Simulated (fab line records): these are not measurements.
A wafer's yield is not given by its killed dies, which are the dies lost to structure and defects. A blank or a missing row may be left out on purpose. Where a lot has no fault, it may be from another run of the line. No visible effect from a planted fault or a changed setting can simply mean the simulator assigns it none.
Comparing a struck lot with a sound one -- flow n5_finfet -- 16 out of 1938 route steps
Sound: the wafers L549.3, L549.5, L549.6. The struck wafers were L558.3, L558.4, L558.6. The cause is named last.
Order at every step that has rows: each side's tool, ch and its chambers, its first start. Under that, the readings that differ: sound wafers -- struck wafers -- difference of the means -- sigmas: that difference in standard deviations of wafers without a fault.
alike: same words and numbers on both sides, and readings whose means sit less than 2 such deviations apart. not compared: any withheld reading, any reading some wafer has no value for, any bound like >300 that may hide the same value, and any number with overlapping values for which the record gives no deviation.
A row with sigmas, a row that says differs or no value, or rows on one side alone: a step with any of these is where the two part. Numbers that don't overlap but have no deviation are shown without sigmas and don't part them. A reading missing from all wafers of one side parts the sides only when that side holds two or more wafers.

first, 3 steps without rows for these wafers: N5_FIN_CUT_PRECLEAN_36 (cleans in O3/DIW, time 60 s); N5_FIN_CUT_SRD_32 (time 30 s); N5_FIN_CUT_UV_OZONE_34 (time 120 s).
N5_FIN_CUT_INSPECT_17: inspects for defects (brightfield).
  sound: defect_inspect-01 at day 3 04:55; struck: defect_inspect-02 at day 5 09:23
  alike: raw_defect_count
N5_STI_FIN_REVEAL_ALD_00: deposits SiO2, target thk 1 nm, pulse time 1 s.
  sound on ald_sin-04 ch 0,3, day 3 05:12; struck on ald_sin-04 ch 1,2,3, day 5 09:25
  alike: heater_power_w, precursor_pulse_height_rel
N5_STI_FIN_REVEAL_ALD_14: deposits Si3N4, target thk 3 nm.
  sound on ald_sin-04 ch 0,3, day 3 05:15; struck on ald_sin-04 ch 1,2,3, day 5 09:28
  alike: heater_power_w
then, 2 steps without rows for these wafers: N5_STI_FIN_REVEAL_FCVD_FILL_01 (material SiO2 flowable, target thk 312 nm, time 512.2 s); N5_STI_FIN_REVEAL_DENSIFY_02 (time 1800 s).
N5_STI_FIN_REVEAL_CMP_04: polishes, stops on Si3N4, t overpolish 4 s, target thk 131.83 nm.
  sound on cmp-02 ch 0,1, day 3 10:20; struck on cmp-04 ch 0,2, day 5 14:32
  alike: head_pressure_psi, motor_current_A, overpolish_run_s, time_to_endpoint_s
N5_STI_FIN_REVEAL_THK_MEAS_05:
  sound: film_metro-02 at day 3 10:36; struck: film_metro-01 at day 5 14:48
  alike: thk_nm
N5_STI_FIN_REVEAL_DENSIFY_30:
  sound on rtp_anneal-02 ch 0, day 3 10:56; struck on rtp_anneal-01 ch 0, day 5 14:53
  alike: lamp_power_pct, lamp_zone_1_pct
  not compared: wafer_temp_C_max
N5_STI_FIN_REVEAL_ETCHBACK_08: etches SiO2 in C4F6/O2, target depth 30.5 nm, time 10.167 s.
  sound on rie_diel-03 ch 0,3, day 3 11:12; struck on rie_diel-03 ch 0,2,3, day 5 15:02
  alike: drypump_motor_current_A, oes_product_au, rf_fwd_power_W, rf_vpp_V, showerhead_plenum_p_Torr, throttle_valve_pct
  not compared: rf_hours_counter_h
N5_STI_FIN_REVEAL_STRIP_24: strips in N2/H2, time 90 s.
  sound on rie_diel-03 ch 0,3, day 3 11:14; struck on rie_diel-03 ch 0,2,3, day 5 15:04
  no value came back on the struck wafers for any of 9 readings (bias_power_w (W), chamber_pressure_mTorr (mTorr) and others); on the sound wafers bias_power_w (W) reads 2.988 2.989 3.007
  not compared: rf_hours_counter_h
then, 1 step without rows for these wafers: N5_STI_FIN_REVEAL_PRECLEAN_25 (cleans in SPM, time 90 s).
-- here the record skips 6 days between the struck wafers' starts before and after, leaving off in module STI_FIN_REVEAL and picking up in module BEOL_M4 (first step shown: number 1111 of the route) --
N5_BEOL_M4_RC_MEAS_101:
  sound on prober-02 ch 0, day 8 17:28; struck on prober-02 ch 0, day 11 05:05
  alike: DIBL_N, DIBL_P, IOFF_N, IOFF_P, ION_N, ION_P, SS_N, SS_P, VT_N, VT_P
-- the record jumps here: 5 days lie between the struck wafers' starts before and after (it left off in module BEOL_M4 and takes up again in module PASSIVATION, whose first step shown is number 1936 of the route) --
N5_PASSIVATION_PROBE_49:
  sound: prober-02 at day 13 05:16; struck: prober-02 at day 15 21:21
  alike: defect_limited_yield, killed_at_M0_to_M3, killed_at_M4_up, killed_at_contacts, killed_at_front_end, killed_at_other, killed_dies, killed_open, killed_short, sort_bin_5_function, sort_bin_6_memory, sort_bin_8_speed, sort_n_pass, sort_yield_pct

== WHERE THEY PART ==
Only at N5_STI_FIN_REVEAL_STRIP_24, within this record. Later steps at which nothing parts them and some readings are alike: N5_BEOL_M4_RC_MEAS_101, N5_PASSIVATION_PROBE_49.

WHY: what had been put in by the simulator
At N5_STI_FIN_REVEAL_STRIP_24, the step was skipped entirely on rie_diel-03 from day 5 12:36 on. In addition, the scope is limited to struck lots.
